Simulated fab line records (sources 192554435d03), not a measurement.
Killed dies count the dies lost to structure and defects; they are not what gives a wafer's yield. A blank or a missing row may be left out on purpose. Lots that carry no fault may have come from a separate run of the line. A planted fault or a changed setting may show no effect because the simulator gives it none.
fab line records :: flow n5-finfet
record:
  lots: 11
  wafers: 33
  last-day: 19
route steps=1938 shown BEOL_M13@1699
lots that met no fault: from a run of the same line without faults
start-h: hours from the record's opening day to when the first of the lot's shown wafers began :: wait-h: hours since the lot's step before :: " same as the row above :: L1.1+2: several wafers, shown together as one row :: - no value, or no start was given :: * or withheld: withheld :: < > ~ a bound
route shown NAME@n: NAME is a module with steps in the file, n the number in the route of the first one :: usual: mean and standard deviation over wafers with no fault :: same: alike in all rows :: chamber/n: place in a boat :: sites: each site's reading :: _std_site: the standard deviation of these :: _edge_site: mean of outer sites minus mean of inner sites :: radius-mm: for every site, how far away it sits from the centre of the wafer :: mask NAME#n: copy n :: behind: the tool/chamber that last shaped the wafer :: hold: the reason the lot was held/the length of the hold in hours/how it ended :: device: whichever transistor did not switch (one of n, p or np) :: end of line: tests of these same wafers at the route's end :: where a step has no rows: the recipe by itself :: killed: count of dies lost to structure and defects at first sort (not the wafer's yield) :: map: a wafer's dies, marking killed ones x, the rest . and places with no die _
set.NAME: the setting as run; set.NAME@STEP: as run at that earlier step :: model.NAME: the simulator's own value behind a step, which no gauge read
route steps across a sampled set of lots; one table per step, one row per wafer
services: from which hour (start-h, from the record's first day; less than 0 if before it) a tool's chamber was out of use, for how many hours, and why
== steps ==
step: N5_BEOL_M13_STRIP_37
recipe:
  chemistry: N2/H2
  power-w: 1000
  temp-c: 250
  h2-frac: 0.65
  overash-fraction: 0.3
  pressure-mtorr: withheld
  n2-flow-sccm: 1750
  h2-flow-sccm: 3250
usual:
  drypump-motor-current-A: 5.89/0.2
  heater-power-w: 332/30
  oes-product-au: 0.784/0.011
  temp-c: 249.96/0.21
lot.wafer: L551.1
tool: plasma-asher-01
chamber: 1
start-h: 294.57
wait-h: 0.0
drypump-motor-current-A: 5.80
heater-power-w: 303
oes-product-au: 0.772
rf-hours-counter-h: 81
temp-c: 249.78

lot.wafer: L551.4
tool: plasma-asher-01
chamber: 1
start-h: 294.57
wait-h: 0.0
drypump-motor-current-A: 5.79
heater-power-w: 304
oes-product-au: 0.791
rf-hours-counter-h: -
temp-c: 249.81

lot.wafer: L551.5
tool: plasma-asher-01
chamber: 1
start-h: 294.57
wait-h: 0.0
drypump-motor-current-A: 5.80
heater-power-w: 314
oes-product-au: 0.807
rf-hours-counter-h: -
temp-c: 249.90

lot.wafer: L552.1
tool: plasma-asher-02
chamber: 1
start-h: 312.27
wait-h: 0.0
drypump-motor-current-A: 5.62
heater-power-w: 394
oes-product-au: 0.785
rf-hours-counter-h: 122
temp-c: 249.86

lot.wafer: L552.4
tool: plasma-asher-02
chamber: 1
start-h: 312.27
wait-h: 0.0
drypump-motor-current-A: 5.56
heater-power-w: 383
oes-product-au: 0.755
rf-hours-counter-h: -
temp-c: 249.90

lot.wafer: L552.5
tool: plasma-asher-02
chamber: 0
start-h: 312.27
wait-h: 0.0
drypump-motor-current-A: 6.18
heater-power-w: 308
oes-product-au: 0.769
rf-hours-counter-h: -
temp-c: 250.13

lot.wafer: L550.2
tool: plasma-asher-02
chamber: 1
start-h: 312.81
wait-h: 0.0
drypump-motor-current-A: 5.60
heater-power-w: 380
oes-product-au: 0.783
rf-hours-counter-h: 122
temp-c: 250.36

lot.wafer: L550.4
tool: plasma-asher-02
chamber: 0
start-h: 312.81
wait-h: 0.0
drypump-motor-current-A: 6.15
heater-power-w: 305
oes-product-au: 0.782
rf-hours-counter-h: -
temp-c: 250.03

lot.wafer: L550.6
tool: plasma-asher-02
chamber: 1
start-h: 312.81
wait-h: 0.0
drypump-motor-current-A: 5.63
heater-power-w: 373
oes-product-au: 0.785
rf-hours-counter-h: -
temp-c: 250.32

lot.wafer: L553.1
tool: plasma-asher-02
chamber: 0
start-h: 319.41
wait-h: 0.4
drypump-motor-current-A: 6.18
heater-power-w: 309
oes-product-au: 0.798
rf-hours-counter-h: 125
temp-c: 249.65

lot.wafer: L553.3
tool: plasma-asher-02
chamber: 1
start-h: 319.41
wait-h: 0.4
drypump-motor-current-A: 5.60
heater-power-w: 373
oes-product-au: 0.796
rf-hours-counter-h: -
temp-c: 250.03

lot.wafer: L553.4
tool: plasma-asher-02
chamber: 0
start-h: 319.41
wait-h: 0.4
drypump-motor-current-A: 6.09
heater-power-w: 306
oes-product-au: 0.800
rf-hours-counter-h: -
temp-c: 249.90

lot.wafer: L555.1
tool: plasma-asher-01
chamber: 0
start-h: 331.66
wait-h: 0.0
drypump-motor-current-A: 6.02
heater-power-w: 353
oes-product-au: 0.781
rf-hours-counter-h: 87
temp-c: 249.82

lot.wafer: L555.4
tool: plasma-asher-01
chamber: 0
start-h: 331.66
wait-h: 0.0
drypump-motor-current-A: 6.00
heater-power-w: 341
oes-product-au: 0.788
rf-hours-counter-h: -
temp-c: 249.99

lot.wafer: L555.6
tool: plasma-asher-01
chamber: 1
start-h: 331.66
wait-h: 0.0
drypump-motor-current-A: 5.81
heater-power-w: 303
oes-product-au: 0.788
rf-hours-counter-h: -
temp-c: 250.24

lot.wafer: L556.1
tool: plasma-asher-01
chamber: 1
start-h: 341.52
wait-h: 0.0
drypump-motor-current-A: 5.81
heater-power-w: 305
oes-product-au: 0.788
rf-hours-counter-h: 89
temp-c: 250.11

lot.wafer: L556.3
tool: plasma-asher-01
chamber: 1
start-h: 341.52
wait-h: 0.0
drypump-motor-current-A: 5.79
heater-power-w: 315
oes-product-au: 0.776
rf-hours-counter-h: -
temp-c: 250.20

lot.wafer: L556.4
tool: plasma-asher-01
chamber: 0
start-h: 341.52
wait-h: 0.0
drypump-motor-current-A: 6.02
heater-power-w: 349
oes-product-au: 0.797
rf-hours-counter-h: -
temp-c: 249.71

lot.wafer: L565.3
tool: plasma-asher-02
chamber: 1
start-h: 389.44
wait-h: 0.1
drypump-motor-current-A: 5.60
heater-power-w: 378
oes-product-au: 0.773
rf-hours-counter-h: -
temp-c: 249.74

lot.wafer: L565.4
tool: plasma-asher-02
chamber: 0
start-h: 389.44
wait-h: 0.1
drypump-motor-current-A: 6.10
heater-power-w: 310
oes-product-au: 0.795
rf-hours-counter-h: -
temp-c: 249.81

lot.wafer: L565.5
tool: plasma-asher-02
chamber: 0
start-h: 389.44
wait-h: 0.1
drypump-motor-current-A: 6.18
heater-power-w: 305
oes-product-au: 0.796
rf-hours-counter-h: -
temp-c: 250.13

lot.wafer: L563.1
tool: plasma-asher-02
chamber: 1
start-h: 395.72
wait-h: 0.0
drypump-motor-current-A: 5.58
heater-power-w: 383
oes-product-au: 0.794
rf-hours-counter-h: 140
temp-c: 249.99

lot.wafer: L563.3
tool: plasma-asher-02
chamber: 0
start-h: 395.72
wait-h: 0.0
drypump-motor-current-A: 6.12
heater-power-w: 298
oes-product-au: 0.783
rf-hours-counter-h: -
temp-c: 249.83

lot.wafer: L563.6
tool: plasma-asher-02
chamber: 1
start-h: 395.72
wait-h: 0.0
drypump-motor-current-A: 5.61
heater-power-w: 379
oes-product-au: 0.785
rf-hours-counter-h: -
temp-c: 250.14

lot.wafer: L567.1
tool: plasma-asher-01
chamber: 1
start-h: 407.84
wait-h: 0.0
drypump-motor-current-A: 5.78
heater-power-w: 309
oes-product-au: 0.792
rf-hours-counter-h: 103
temp-c: 250.05

lot.wafer: L567.2
tool: plasma-asher-01
chamber: 0
start-h: 407.84
wait-h: 0.0
drypump-motor-current-A: 6.00
heater-power-w: 346
oes-product-au: 0.765
rf-hours-counter-h: 103
temp-c: 249.85

lot.wafer: L567.6
tool: plasma-asher-01
chamber: 1
start-h: 407.84
wait-h: 0.0
drypump-motor-current-A: 5.79
heater-power-w: 302
oes-product-au: 0.786
rf-hours-counter-h: -
temp-c: 249.87

lot.wafer: L570.2
tool: plasma-asher-01
chamber: 1
start-h: 423.82
wait-h: 0.0
drypump-motor-current-A: 5.80
heater-power-w: 298
oes-product-au: 0.795
rf-hours-counter-h: 105
temp-c: 250.12

lot.wafer: L570.5
tool: plasma-asher-01
chamber: 1
start-h: 423.82
wait-h: 0.0
drypump-motor-current-A: 5.75
heater-power-w: 301
oes-product-au: 0.786
rf-hours-counter-h: -
temp-c: 249.88

lot.wafer: L570.6
tool: plasma-asher-01
chamber: 0
start-h: 423.82
wait-h: 0.0
drypump-motor-current-A: 5.99
heater-power-w: 342
oes-product-au: 0.777
rf-hours-counter-h: -
temp-c: 249.84

lot.wafer: L571.2
tool: plasma-asher-01
chamber: 0
start-h: 426.28
wait-h: 0.1
drypump-motor-current-A: 6.03
heater-power-w: 353
oes-product-au: 0.790
rf-hours-counter-h: 106
temp-c: 250.44

lot.wafer: L571.4
tool: plasma-asher-01
chamber: 1
start-h: 426.28
wait-h: 0.1
drypump-motor-current-A: 5.81
heater-power-w: 302
oes-product-au: 0.792
rf-hours-counter-h: -
temp-c: 249.56

lot.wafer: L571.5
tool: plasma-asher-01
chamber: 1
start-h: 426.28
wait-h: 0.1
drypump-motor-current-A: 5.77
heater-power-w: 304
oes-product-au: 0.801
rf-hours-counter-h: -
temp-c: 250.18
step: N5_BEOL_M13_ETCH_38
recipe:
  chemistry: CF4/N2
  target: SiCN
  target-depth-a: 675
  taper-deg: 2
  time-s: 71.9
  ion-energy-ev: 150
  mask-material: SiO2
  pressure-mtorr: 40
  source-w: 430
  bias-w: 70
  Ar_flow_sccm: 100
  cf4-flow-sccm: 60
  n2-flow-sccm: 60
usual:
  drypump-motor-current-A: 5.8/0.48
  oes-product-au: 0.81/0.08
  rf-vpp-V: 382.3/2.5
  showerhead-plenum-p-Torr: 2.20/0.092
  throttle-valve-pct: 15.5/0.33
lot.wafer: L551.1
tool: rie-diel-06
chamber: 1
start-h: 295.25
wait-h: -
drypump-motor-current-A: 6.5
oes-product-au: 0.74
rf-hours-counter-h: 209
rf-vpp-V: 381.7
showerhead-plenum-p-Torr: 2.17
throttle-valve-pct: 15.8

lot.wafer: L551.4
tool: rie-diel-06
chamber: 0
start-h: 295.25
wait-h: -
drypump-motor-current-A: 5.2
oes-product-au: 0.75
rf-hours-counter-h: 163
rf-vpp-V: 378.6
showerhead-plenum-p-Torr: 2.02
throttle-valve-pct: 15.7

lot.wafer: L551.5
tool: rie-diel-06
chamber: 1
start-h: 295.25
wait-h: -
drypump-motor-current-A: 6.5
oes-product-au: 0.74
rf-hours-counter-h: -
rf-vpp-V: 381.5
showerhead-plenum-p-Torr: 2.17
throttle-valve-pct: 15.8

lot.wafer: L552.1
tool: rie-diel-02
chamber: 3
start-h: 312.37
wait-h: -
drypump-motor-current-A: 5.2
oes-product-au: 0.84
rf-hours-counter-h: 81
rf-vpp-V: 383.9
showerhead-plenum-p-Torr: 2.23
throttle-valve-pct: 15.7

lot.wafer: L552.4
tool: rie-diel-02
chamber: 2
start-h: 312.37
wait-h: -
drypump-motor-current-A: 5.3
oes-product-au: 0.77
rf-hours-counter-h: 159
rf-vpp-V: 379.4
showerhead-plenum-p-Torr: 2.12
throttle-valve-pct: 15.5

lot.wafer: L552.5
tool: rie-diel-02
chamber: 2
start-h: 312.37
wait-h: -
drypump-motor-current-A: 5.3
oes-product-au: 0.77
rf-hours-counter-h: -
rf-vpp-V: 379.2
showerhead-plenum-p-Torr: 2.12
throttle-valve-pct: 15.5

lot.wafer: L550.2
tool: rie-diel-02
chamber: 1
start-h: 312.90
wait-h: -
drypump-motor-current-A: 6.6
oes-product-au: 0.83
rf-hours-counter-h: 66
rf-vpp-V: 386.3
showerhead-plenum-p-Torr: 2.32
throttle-valve-pct: 15.3

lot.wafer: L550.4
tool: rie-diel-02
chamber: 3
start-h: 312.90
wait-h: -
drypump-motor-current-A: 5.2
oes-product-au: 0.83
rf-hours-counter-h: 81
rf-vpp-V: 381.3
showerhead-plenum-p-Torr: 2.23
throttle-valve-pct: 15.7

lot.wafer: L550.6
tool: rie-diel-02
chamber: 1
start-h: 312.90
wait-h: -
drypump-motor-current-A: 6.6
oes-product-au: 0.83
rf-hours-counter-h: -
rf-vpp-V: 385.9
showerhead-plenum-p-Torr: 2.32
throttle-valve-pct: 15.3

lot.wafer: L553.1
tool: rie-diel-02
chamber: 0
start-h: 322.56
wait-h: -
drypump-motor-current-A: 6.1
oes-product-au: 1.20
rf-hours-counter-h: 29
rf-vpp-V: 383.3
showerhead-plenum-p-Torr: 2.26
throttle-valve-pct: 14.9

lot.wafer: L553.3
tool: rie-diel-02
chamber: 2
start-h: 322.56
wait-h: -
drypump-motor-current-A: 5.3
oes-product-au: 1.00
rf-hours-counter-h: 163
rf-vpp-V: 380.2
showerhead-plenum-p-Torr: 2.12
throttle-valve-pct: 15.5

lot.wafer: L553.4
tool: rie-diel-02
chamber: 3
start-h: 322.56
wait-h: -
drypump-motor-current-A: 5.2
oes-product-au: 1.11
rf-hours-counter-h: 82
rf-vpp-V: 382.5
showerhead-plenum-p-Torr: 2.23
throttle-valve-pct: 15.7

lot.wafer: L555.1
tool: rie-diel-02
chamber: 1
start-h: 332.23
wait-h: -
drypump-motor-current-A: 6.5
oes-product-au: 1.10
rf-hours-counter-h: 72
rf-vpp-V: 385.6
showerhead-plenum-p-Torr: 2.32
throttle-valve-pct: 15.3

lot.wafer: L555.4
tool: rie-diel-02
chamber: 0
start-h: 332.23
wait-h: -
drypump-motor-current-A: 6.1
oes-product-au: 1.20
rf-hours-counter-h: 32
rf-vpp-V: 385.9
showerhead-plenum-p-Torr: 2.26
throttle-valve-pct: 14.9

lot.wafer: L555.6
tool: rie-diel-02
chamber: 1
start-h: 332.23
wait-h: -
drypump-motor-current-A: 6.5
oes-product-au: 0.83
rf-hours-counter-h: -
rf-vpp-V: 385.5
showerhead-plenum-p-Torr: 2.32
throttle-valve-pct: 15.3

lot.wafer: L556.1
tool: rie-diel-06
chamber: 3
start-h: 342.92
wait-h: -
drypump-motor-current-A: 6.0
oes-product-au: 0.66
rf-hours-counter-h: 247
rf-vpp-V: 379.3
showerhead-plenum-p-Torr: 2.09
throttle-valve-pct: 15.8

lot.wafer: L556.3
tool: rie-diel-06
chamber: 0
start-h: 342.92
wait-h: -
drypump-motor-current-A: 5.2
oes-product-au: 0.74
rf-hours-counter-h: 178
rf-vpp-V: 376.0
showerhead-plenum-p-Torr: 2.02
throttle-valve-pct: 15.8

lot.wafer: L556.4
tool: rie-diel-06
chamber: 3
start-h: 342.92
wait-h: -
drypump-motor-current-A: 6.0
oes-product-au: 0.67
rf-hours-counter-h: -
rf-vpp-V: 380.2
showerhead-plenum-p-Torr: 2.09
throttle-valve-pct: 15.8

lot.wafer: L565.3
tool: rie-diel-05
chamber: 2
start-h: 391.46
wait-h: -
drypump-motor-current-A: 6.0
oes-product-au: 0.71
rf-hours-counter-h: 206
rf-vpp-V: 383.3
showerhead-plenum-p-Torr: 2.28
throttle-valve-pct: 16.0

lot.wafer: L565.4
tool: rie-diel-05
chamber: 0
start-h: 391.46
wait-h: -
drypump-motor-current-A: 5.8
oes-product-au: 0.86
rf-hours-counter-h: 61
rf-vpp-V: 380.8
showerhead-plenum-p-Torr: 2.15
throttle-valve-pct: 15.4

lot.wafer: L565.5
tool: rie-diel-05
chamber: 2
start-h: 391.46
wait-h: -
drypump-motor-current-A: 6.0
oes-product-au: 0.71
rf-hours-counter-h: -
rf-vpp-V: 383.6
showerhead-plenum-p-Torr: 2.28
throttle-valve-pct: 16.0

lot.wafer: L563.1
tool: rie-diel-05
chamber: 2
start-h: 399.43
wait-h: -
drypump-motor-current-A: 6.0
oes-product-au: 0.71
rf-hours-counter-h: 209
rf-vpp-V: 383.4
showerhead-plenum-p-Torr: 2.28
throttle-valve-pct: 16.0

lot.wafer: L563.3
tool: rie-diel-05
chamber: 0
start-h: 399.43
wait-h: -
drypump-motor-current-A: 5.8
oes-product-au: 0.84
rf-hours-counter-h: 64
rf-vpp-V: 380.6
showerhead-plenum-p-Torr: 2.15
throttle-valve-pct: 15.4

lot.wafer: L563.6
tool: rie-diel-05
chamber: 3
start-h: 399.43
wait-h: -
drypump-motor-current-A: 5.2
oes-product-au: 0.93
rf-hours-counter-h: -
rf-vpp-V: 382.1
showerhead-plenum-p-Torr: 2.16
throttle-valve-pct: 14.9

lot.wafer: L567.1
tool: rie-diel-05
chamber: 0
start-h: 408.68
wait-h: -
drypump-motor-current-A: 5.8
oes-product-au: 0.85
rf-hours-counter-h: 67
rf-vpp-V: 380.3
showerhead-plenum-p-Torr: 2.15
throttle-valve-pct: 15.4

lot.wafer: L567.2
tool: rie-diel-05
chamber: 1
start-h: 408.68
wait-h: -
drypump-motor-current-A: 5.6
oes-product-au: 0.89
rf-hours-counter-h: 39
rf-vpp-V: 383.5
showerhead-plenum-p-Torr: 2.24
throttle-valve-pct: 15.2

lot.wafer: L567.6
tool: rie-diel-05
chamber: 0
start-h: 408.68
wait-h: -
drypump-motor-current-A: 5.8
oes-product-au: 0.85
rf-hours-counter-h: -
rf-vpp-V: 381.0
showerhead-plenum-p-Torr: 2.15
throttle-valve-pct: 15.4

lot.wafer: L570.2
tool: rie-diel-06
chamber: 3
start-h: 424.47
wait-h: -
drypump-motor-current-A: 6.0
oes-product-au: 0.92
rf-hours-counter-h: 15
rf-vpp-V: 386.0
showerhead-plenum-p-Torr: 2.35
throttle-valve-pct: 15.4

lot.wafer: L570.5
tool: rie-diel-06
chamber: 2
start-h: 424.47
wait-h: -
drypump-motor-current-A: 6.1
oes-product-au: 0.81
rf-hours-counter-h: -
rf-vpp-V: 381.3
showerhead-plenum-p-Torr: 2.22
throttle-valve-pct: 15.6

lot.wafer: L570.6
tool: rie-diel-06
chamber: 3
start-h: 424.47
wait-h: -
drypump-motor-current-A: 5.9
oes-product-au: 0.93
rf-hours-counter-h: -
rf-vpp-V: 386.7
showerhead-plenum-p-Torr: 2.35
throttle-valve-pct: 15.4

lot.wafer: L571.2
tool: rie-diel-06
chamber: 0
start-h: 430.82
wait-h: -
drypump-motor-current-A: 5.2
oes-product-au: 0.71
rf-hours-counter-h: 206
rf-vpp-V: 379.0
showerhead-plenum-p-Torr: 2.01
throttle-valve-pct: 15.8

lot.wafer: L571.4
tool: rie-diel-06
chamber: 2
start-h: 430.82
wait-h: -
drypump-motor-current-A: 6.1
oes-product-au: 0.80
rf-hours-counter-h: -
rf-vpp-V: 384.4
showerhead-plenum-p-Torr: 2.22
throttle-valve-pct: 15.6

lot.wafer: L571.5
tool: rie-diel-06
chamber: 3
start-h: 430.82
wait-h: -
drypump-motor-current-A: 6.0
oes-product-au: 0.92
rf-hours-counter-h: -
rf-vpp-V: 385.4
showerhead-plenum-p-Torr: 2.35
throttle-valve-pct: 15.4
step: N5_BEOL_M13_PRE_CLEAN_42
recipe:
  gas: H2/He
  time-s: 30
  temp-c: 250
usual:
  heater-power-w: 317/35
lot.wafer: L551.1
tool: pvd-sputter-02
chamber: -
start-h: 295.89
wait-h: 0.0
heater-power-w: 287

lot.wafer: L551.4
tool: pvd-sputter-02
chamber: -
start-h: 295.89
wait-h: 0.0
heater-power-w: 383

lot.wafer: L551.5
tool: pvd-sputter-02
chamber: -
start-h: 295.89
wait-h: 0.0
heater-power-w: 284

lot.wafer: L552.1
tool: pvd-sputter-01
chamber: -
start-h: 312.71
wait-h: 0.0
heater-power-w: 308

lot.wafer: L552.4
tool: pvd-sputter-01
chamber: -
start-h: 312.71
wait-h: 0.0
heater-power-w: 349

lot.wafer: L552.5
tool: pvd-sputter-01
chamber: -
start-h: 312.71
wait-h: 0.0
heater-power-w: 313

lot.wafer: L550.2
tool: pvd-sputter-01
chamber: -
start-h: 313.13
wait-h: 0.0
heater-power-w: 318

lot.wafer: L550.4
tool: pvd-sputter-01
chamber: -
start-h: 313.13
wait-h: 0.0
heater-power-w: 354

lot.wafer: L550.6
tool: pvd-sputter-01
chamber: -
start-h: 313.13
wait-h: 0.0
heater-power-w: 295

lot.wafer: L553.1
tool: pvd-sputter-01
chamber: -
start-h: 323.13
wait-h: 0.0
heater-power-w: 312

lot.wafer: L553.3
tool: pvd-sputter-01
chamber: -
start-h: 323.13
wait-h: 0.0
heater-power-w: 346

lot.wafer: L553.4
tool: pvd-sputter-01
chamber: -
start-h: 323.13
wait-h: 0.0
heater-power-w: 293

lot.wafer: L555.1
tool: pvd-sputter-01
chamber: -
start-h: 332.76
wait-h: 0.0
heater-power-w: 348

lot.wafer: L555.4
tool: pvd-sputter-01
chamber: -
start-h: 332.76
wait-h: 0.0
heater-power-w: 354

lot.wafer: L555.6
tool: pvd-sputter-01
chamber: -
start-h: 332.76
wait-h: 0.0
heater-power-w: 316

lot.wafer: L556.1
tool: pvd-sputter-01
chamber: -
start-h: 343.53
wait-h: 0.0
heater-power-w: 293

lot.wafer: L556.3
tool: pvd-sputter-01
chamber: -
start-h: 343.53
wait-h: 0.0
heater-power-w: 317

lot.wafer: L556.4
tool: pvd-sputter-01
chamber: -
start-h: 343.53
wait-h: 0.0
heater-power-w: 345

lot.wafer: L565.3
tool: pvd-sputter-02
chamber: -
start-h: 391.79
wait-h: 0.0
heater-power-w: 387

lot.wafer: L565.4
tool: pvd-sputter-02
chamber: -
start-h: 391.79
wait-h: 0.0
heater-power-w: 329

lot.wafer: L565.5
tool: pvd-sputter-02
chamber: -
start-h: 391.79
wait-h: 0.0
heater-power-w: 287

lot.wafer: L563.1
tool: pvd-sputter-01
chamber: -
start-h: 400.19
wait-h: 0.0
heater-power-w: 288

lot.wafer: L563.3
tool: pvd-sputter-01
chamber: -
start-h: 400.19
wait-h: 0.0
heater-power-w: 353

lot.wafer: L563.6
tool: pvd-sputter-01
chamber: -
start-h: 400.19
wait-h: 0.0
heater-power-w: 301

lot.wafer: L567.1
tool: pvd-sputter-01
chamber: -
start-h: 408.95
wait-h: 0.0
heater-power-w: 323

lot.wafer: L567.2
tool: pvd-sputter-01
chamber: -
start-h: 408.95
wait-h: 0.0
heater-power-w: 349

lot.wafer: L567.6
tool: pvd-sputter-01
chamber: -
start-h: 408.95
wait-h: 0.0
heater-power-w: 323

lot.wafer: L570.2
tool: pvd-sputter-01
chamber: -
start-h: 425.19
wait-h: 0.0
heater-power-w: 346

lot.wafer: L570.5
tool: pvd-sputter-01
chamber: -
start-h: 425.19
wait-h: 0.0
heater-power-w: 350

lot.wafer: L570.6
tool: pvd-sputter-01
chamber: -
start-h: 425.19
wait-h: 0.0
heater-power-w: 313

lot.wafer: L571.2
tool: pvd-sputter-01
chamber: -
start-h: 431.36
wait-h: 0.0
heater-power-w: 352

lot.wafer: L571.4
tool: pvd-sputter-01
chamber: -
start-h: 431.36
wait-h: 0.0
heater-power-w: 351

lot.wafer: L571.5
tool: pvd-sputter-01
chamber: -
start-h: 431.36
wait-h: 0.0
heater-power-w: 358
step: N5_BEOL_M13_ANNEAL_48
recipe:
  temp-c: 225
  time-s: 90
  ambient: N2
usual:
  wafer_temp_C_max: 226.00/0.26
lot.wafer: L551.1
tool: rtp-anneal-01
chamber: 0
start-h: 296.37
wait-h: 0.1
wafer_temp_C_max: 226.40

lot.wafer: L551.4
tool: rtp-anneal-01
chamber: 0
start-h: 296.37
wait-h: 0.1
wafer_temp_C_max: 225.76

lot.wafer: L551.5
tool: rtp-anneal-01
chamber: 0
start-h: 296.37
wait-h: 0.1
wafer_temp_C_max: 226.23

lot.wafer: L552.1
tool: rtp-anneal-01
chamber: 0
start-h: 313.38
wait-h: 0.3
wafer_temp_C_max: 225.97

lot.wafer: L552.4
tool: rtp-anneal-01
chamber: 0
start-h: 313.38
wait-h: 0.3
wafer_temp_C_max: 225.79

lot.wafer: L552.5
tool: rtp-anneal-01
chamber: 0
start-h: 313.38
wait-h: 0.3
wafer_temp_C_max: 226.35

lot.wafer: L550.2
tool: rtp-anneal-01
chamber: 0
start-h: 313.70
wait-h: 0.2
wafer_temp_C_max: 225.80

lot.wafer: L550.4
tool: rtp-anneal-01
chamber: 0
start-h: 313.70
wait-h: 0.2
wafer_temp_C_max: 225.91

lot.wafer: L550.6
tool: rtp-anneal-01
chamber: 0
start-h: 313.70
wait-h: 0.2
wafer_temp_C_max: 225.95

lot.wafer: L553.1
tool: rtp-anneal-02
chamber: 0
start-h: 323.61
wait-h: 0.1
wafer_temp_C_max: 226.03

lot.wafer: L553.3
tool: rtp-anneal-02
chamber: 0
start-h: 323.61
wait-h: 0.1
wafer_temp_C_max: 225.93

lot.wafer: L553.4
tool: rtp-anneal-02
chamber: 0
start-h: 323.61
wait-h: 0.1
wafer_temp_C_max: 226.36

lot.wafer: L555.1
tool: rtp-anneal-01
chamber: 0
start-h: 333.55
wait-h: 0.4
wafer_temp_C_max: 226.09

lot.wafer: L555.4
tool: rtp-anneal-01
chamber: 0
start-h: 333.55
wait-h: 0.4
wafer_temp_C_max: 226.18

lot.wafer: L555.6
tool: rtp-anneal-01
chamber: 0
start-h: 333.55
wait-h: 0.4
wafer_temp_C_max: 226.09

lot.wafer: L556.1
tool: rtp-anneal-02
chamber: 0
start-h: 344.01
wait-h: 0.1
wafer_temp_C_max: 225.58

lot.wafer: L556.3
tool: rtp-anneal-02
chamber: 0
start-h: 344.01
wait-h: 0.1
wafer_temp_C_max: 225.89

lot.wafer: L556.4
tool: rtp-anneal-02
chamber: 0
start-h: 344.01
wait-h: 0.1
wafer_temp_C_max: 225.95

lot.wafer: L565.3
tool: rtp-anneal-01
chamber: 0
start-h: 392.75
wait-h: 0.5
wafer_temp_C_max: 226.23

lot.wafer: L565.4
tool: rtp-anneal-01
chamber: 0
start-h: 392.75
wait-h: 0.5
wafer_temp_C_max: 226.38

lot.wafer: L565.5
tool: rtp-anneal-01
chamber: 0
start-h: 392.75
wait-h: 0.5
wafer_temp_C_max: 226.29

lot.wafer: L563.1
tool: rtp-anneal-01
chamber: 0
start-h: 400.67
wait-h: 0.1
wafer_temp_C_max: 226.00

lot.wafer: L563.3
tool: rtp-anneal-01
chamber: 0
start-h: 400.67
wait-h: 0.1
wafer_temp_C_max: 226.51

lot.wafer: L563.6
tool: rtp-anneal-01
chamber: 0
start-h: 400.67
wait-h: 0.1
wafer_temp_C_max: 225.95

lot.wafer: L567.1
tool: rtp-anneal-01
chamber: 0
start-h: 409.57
wait-h: 0.3
wafer_temp_C_max: 225.99

lot.wafer: L567.2
tool: rtp-anneal-01
chamber: 0
start-h: 409.57
wait-h: 0.3
wafer_temp_C_max: 225.91

lot.wafer: L567.6
tool: rtp-anneal-01
chamber: 0
start-h: 409.57
wait-h: 0.3
wafer_temp_C_max: 225.90

lot.wafer: L570.2
tool: rtp-anneal-01
chamber: 0
start-h: 425.72
wait-h: 0.2
wafer_temp_C_max: 226.11

lot.wafer: L570.5
tool: rtp-anneal-01
chamber: 0
start-h: 425.72
wait-h: 0.2
wafer_temp_C_max: 225.99

lot.wafer: L570.6
tool: rtp-anneal-01
chamber: 0
start-h: 425.72
wait-h: 0.2
wafer_temp_C_max: 226.10

lot.wafer: L571.2
tool: rtp-anneal-01
chamber: 0
start-h: 432.53
wait-h: 0.8
wafer_temp_C_max: 226.25

lot.wafer: L571.4
tool: rtp-anneal-01
chamber: 0
start-h: 432.53
wait-h: 0.8
wafer_temp_C_max: 226.13

lot.wafer: L571.5
tool: rtp-anneal-01
chamber: 0
start-h: 432.53
wait-h: 0.8
wafer_temp_C_max: 225.83
== services ==
tool: rie-diel-06
chamber: -
start-h: 299.45
hours: 1.1
kind: repair

tool: rie-diel-05
chamber: 2
start-h: 308.01
hours: 10.4
kind: repair

tool: rie-diel-05
chamber: 3
start-h: 329.66
hours: -
kind: clean

tool: rie-diel-05
chamber: 3
start-h: 329.66
hours: -
kind: consumable-replace:focus-ring

tool: rie-diel-02
chamber: 0
start-h: 347.03
hours: 9.0
kind: repair

tool: rie-diel-06
chamber: 3
start-h: 352.48
hours: -
kind: clean

tool: rie-diel-06
chamber: 3
start-h: 352.48
hours: -
kind: consumable-replace:focus-ring

tool: rie-diel-06
chamber: 3
start-h: 352.48
hours: -
kind: consumable-replace:showerhead

tool: rie-diel-06
chamber: 3
start-h: 352.48
hours: 16.5
kind: scheduled-down

tool: rie-diel-06
chamber: 3
start-h: 352.48
hours: 16.5
kind: vent-cycle

tool: rie-diel-06
chamber: 1
start-h: 354.73
hours: 9.2
kind: repair

tool: pvd-sputter-02
chamber: -
start-h: 382.94
hours: 2.5
kind: repair

tool: rie-diel-06
chamber: 1
start-h: 426.85
hours: -
kind: clean

tool: rie-diel-06
chamber: 1
start-h: 426.85
hours: -
kind: consumable-replace:focus-ring

tool: rie-diel-06
chamber: 1
start-h: 426.85
hours: 32.6
kind: scheduled-down

tool: rie-diel-06
chamber: 1
start-h: 426.85
hours: 32.6
kind: vent-cycle
== key ==
first-sign:
  step: N5_BEOL_M13_ETCH_38
  reading: oes-product-au
  direction: up
  sigmas: 3.9
  usual: 0.81
  struck: 1.12
effect none on later readings
met-at N5_BEOL_M13_ETCH_38
struck-lots L553,L555
struck-wafers L553.1,L553.3,L553.4,L555.1,L555.4
not-acting-at N5_BEOL_M13_STRIP_37,N5_BEOL_M13_PRE_CLEAN_42,N5_BEOL_M13_ANNEAL_48
onset-between 312.90 322.56
fault:
  kind: process-parameter-drift
  tool: rie-diel-02
  chamber: -
  onset-h: 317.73
  steps: N5_BEOL_M13_ETCH_38
  channel: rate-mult
  offset: 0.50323
  shape: step
  end-h: 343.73
  scope: struck-wafers-only
